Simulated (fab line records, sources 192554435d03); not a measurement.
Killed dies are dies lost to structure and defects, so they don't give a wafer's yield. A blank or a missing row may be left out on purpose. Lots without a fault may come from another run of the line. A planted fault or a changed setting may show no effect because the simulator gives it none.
Chamber matching | flow n5_finfet | N5_BEOL_M15_ETCH_59 on rie_diel-06: 4 sister chambers
The step etches BARC in N2/H2, target depth 89 nm, overetch 26.7 nm, time 67.9 s. 14 wafers are shown with their chamber, then 7 later ones without.

WAFERS WITH THEIR CHAMBER
wafer  | chamber | drypump_motor_current_A (A) | showerhead_plenum_p_Torr (Torr) | throttle_valve_pct (%)
L077.1 | 0       | 5.78                        | 2.67                            | 18.14
L077.2 | 3       | 5.80                        | 2.50                            | 18.15
L077.5 | 3       | 5.81                        | 2.50                            | 18.16
L076.2 | 2       | 6.06                        | 2.48                            | 17.65
L076.5 | 0       | 5.76                        | 2.66                            | 18.16
L076.6 | 1       | 6.48                        | 2.55                            | 17.46
L082.1 | 2       | 6.04                        | 2.47                            | 17.66
L082.2 | 3       | 5.79                        | 2.50                            | 18.17
L082.6 | 2       | 6.03                        | 2.47                            | 17.66
L084.2 | 1       | 6.47                        | 2.54                            | 17.48
L084.3 | 2       | 6.02                        | 2.47                            | 17.68
L084.6 | 2       | 6.02                        | 2.47                            | 17.69
L091.4 | 3       | 5.80                        | 2.50                            | 17.77
L091.5 | 3       | 5.81                        | 2.50                            | 17.79

SIGNATURES (means of the wafers above)
reading                  | chamber 0 | chamber 1 | chamber 2 | chamber 3 | scatter within a chamber
drypump_motor_current_A  | 5.7700    | 6.4750    | 6.0340    | 5.8020    | 0.0128
showerhead_plenum_p_Torr | 2.6650    | 2.5450    | 2.4720    | 2.5000    | 0.00424
throttle_valve_pct       | 18.1500   | 17.4700   | 17.6680   | 18.0080   | 0.132
Rule: a wafer's distance from a chamber is the root of the sum, over the readings, of the square of ((its reading less the chamber's mean) divided by the reading's scatter). The wafer belongs to the nearest chamber; if the next one is less than 2 further off, it can't be placed. The scatter: the root of (the sum of the squares of (reading less its chamber's mean) over the shown wafers, divided by (wafers less chambers)).

WAFERS WITHOUT THEIR CHAMBER
wafer  | drypump_motor_current_A (A) | showerhead_plenum_p_Torr (Torr) | throttle_valve_pct (%)
L091.6 | 6.06                        | 2.47                            | 17.70
L095.3 | 6.04                        | 2.46                            | 17.23
L095.4 | 5.80                        | 2.65                            | 18.21
L095.5 | 6.06                        | 2.46                            | 17.22
L097.1 | 5.76                        | 2.49                            | 17.81
L097.2 | 6.51                        | 2.53                            | 17.51
L097.6 | 6.03                        | 2.46                            | 17.22

WHICH CHAMBER EACH WENT THROUGH
wafer  | from the rows above | in truth
L091.6 | 2                   | 2
L095.3 | 2                   | 2
L095.4 | 0                   | 0
L095.5 | 2                   | 2
L097.1 | 3                   | 3
L097.2 | 1                   | 1
L097.6 | 2                   | 2
Placed correctly: 7 of 7. Can't be placed from these rows: 0. Placed wrongly: 0.
